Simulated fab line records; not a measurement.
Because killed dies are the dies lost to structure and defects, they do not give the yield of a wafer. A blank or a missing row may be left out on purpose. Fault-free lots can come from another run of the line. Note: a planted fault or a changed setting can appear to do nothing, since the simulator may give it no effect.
Comparing a struck lot with a sound one :: flow nand_harc :: 18 steps out of a route of 1159
Sound: wafers L373.2, L373.3, L373.5. The struck wafers were L382.2, L382.4, L382.6. The cause is given at the end.
At each step with rows: each side's tool, then ch and its chambers, then its first start. Under that, the readings that differ: sound wafers :: struck wafers :: difference of the means :: sigmas: that difference in standard deviations of wafers without a fault.
alike: readings with means less than 2 such deviations apart, plus words and numbers identical on both sides. not compared: withheld readings, readings lacking a value on some wafer, bounds such as >300 that could conceal the same value, and numbers that have no deviation in the record and whose values overlap.
Wherever a step has rows on one side only, a row that says differs or no value, or a row with sigmas, the two part there. When numbers do not overlap yet have no deviation, they are printed without sigmas and do not part them. A reading that every wafer of one side lacks parts them only if that side has two wafers or more.

NHARC_P_ZERO_WELL_CD_MEAS_11: target cd 500 nm.
  sound on cd_sem-01 ch 0, day 1 13:14; struck on cd_sem-01 ch 0, day 3 19:07
  alike: cd_nm
then, 1 step without rows for these wafers: NHARC_P_ZERO_WELL_HARDBAKE_12 (time 65 s).
NHARC_P_ZERO_WELL_DESCUM_13: chemistry O2, time 3 s.
  sound on rie_diel-07 ch 2,3, day 1 13:24; struck on rie_diel-07 ch 1,2, day 3 19:17
  alike: drypump_motor_current_A, oes_product_au, rf_vpp_V, showerhead_plenum_p_Torr, throttle_valve_pct
  not compared: rf_hours_counter_h
NHARC_P_ZERO_WELL_ETCH_65: etches the open film in N2/H2, target depth 80 nm, overetch 24 nm, time 87.88 s.
  sound on rie_diel-07 ch 0,1,2, day 1 13:28; struck on rie_diel-07 ch 1,2, day 3 19:23
  alike: drypump_motor_current_A, oes_product_au, rf_fwd_power_W, rf_vpp_V, showerhead_plenum_p_Torr, throttle_valve_pct
  not compared: rf_hours_counter_h
NHARC_P_ZERO_WELL_ETCH_62: etches the open film in CHF3/Ar, target depth 13 nm, time 6.5 s.
  sound on rie_diel-07 ch 0,2,3; struck on rie_diel-07 ch 0,1
  alike: drypump_motor_current_A, oes_product_au, rf_fwd_power_W, rf_vpp_V, showerhead_plenum_p_Torr, throttle_valve_pct
  not compared: rf_hours_counter_h
NHARC_P_ZERO_WELL_ETCH_63: etches the open film in HBr/Cl2, target depth 120 nm, time 40.1 s.
  sound on rie_si-02 ch 0,2, day 1 13:38; struck on rie_si-01 ch 1,2,3, day 3 19:35
  alike: drypump_motor_current_A, oes_product_au, rf_fwd_power_W, throttle_valve_pct
  not compared: rf_hours_counter_h
then, 6 steps without rows for these wafers: NHARC_P_ZERO_WELL_STRIP_15 (strips in SPM, time 900 s); NHARC_P_ZERO_WELL_DEHYDRATE_16 (time 120 s); NHARC_P_ZERO_WELL_HMDS_17 (time 30 s); NHARC_P_ZERO_WELL_COAT_18; NHARC_P_ZERO_WELL_SOFTBAKE_19 (time 95 s); NHARC_P_ZERO_WELL_EBR_20.
NHARC_P_ZERO_WELL_EXPOSE_21: exposes mask P NWELL, target cd 720 nm.
  sound on krf_scanner-04 ch 0, day 1 14:25; struck on krf_scanner-01 ch 0, day 3 20:13
reading: mask
sound: P_NWELL#0 P_NWELL#0 P_NWELL#0
struck: P_HVPW#0 P_HVPW#0 P_HVPW#0
difference: differs
sigmas: 
then, 2 steps without rows for these wafers: NHARC_P_ZERO_WELL_PEB_22 (peb time 85 s); NHARC_P_ZERO_WELL_DEVELOP_23 (time 70 s).
NHARC_P_ZERO_WELL_CD_MEAS_24: target cd 720 nm.
  sound on cd_sem-01 ch 0, day 1 14:34; struck on cd_sem-02 ch 0, day 3 20:22
reading: cd_nm (nm)
sound: 719.2 719.7 715.7
struck: - - -
difference: no value on the struck wafers
sigmas: 
then, 1 step without rows for these wafers: NHARC_P_ZERO_WELL_HARDBAKE_25 (time 80 s).
-- the record jumps here: 18 days lie between the struck wafers' starts before and after (it left off in module P_ZERO_WELL and takes up again in module END, whose first step shown is number 1159 of the route) --
NHARC_END_SORT_01:
  here the record holds rows for the struck wafers (prober-02 ch 0, day 22 02:25) but none for the sound ones

WHERE THEY PART
At NHARC_P_ZERO_WELL_EXPOSE_21 first; at NHARC_END_SORT_01 last (within this record only).

WHY: what had been put in by the simulator
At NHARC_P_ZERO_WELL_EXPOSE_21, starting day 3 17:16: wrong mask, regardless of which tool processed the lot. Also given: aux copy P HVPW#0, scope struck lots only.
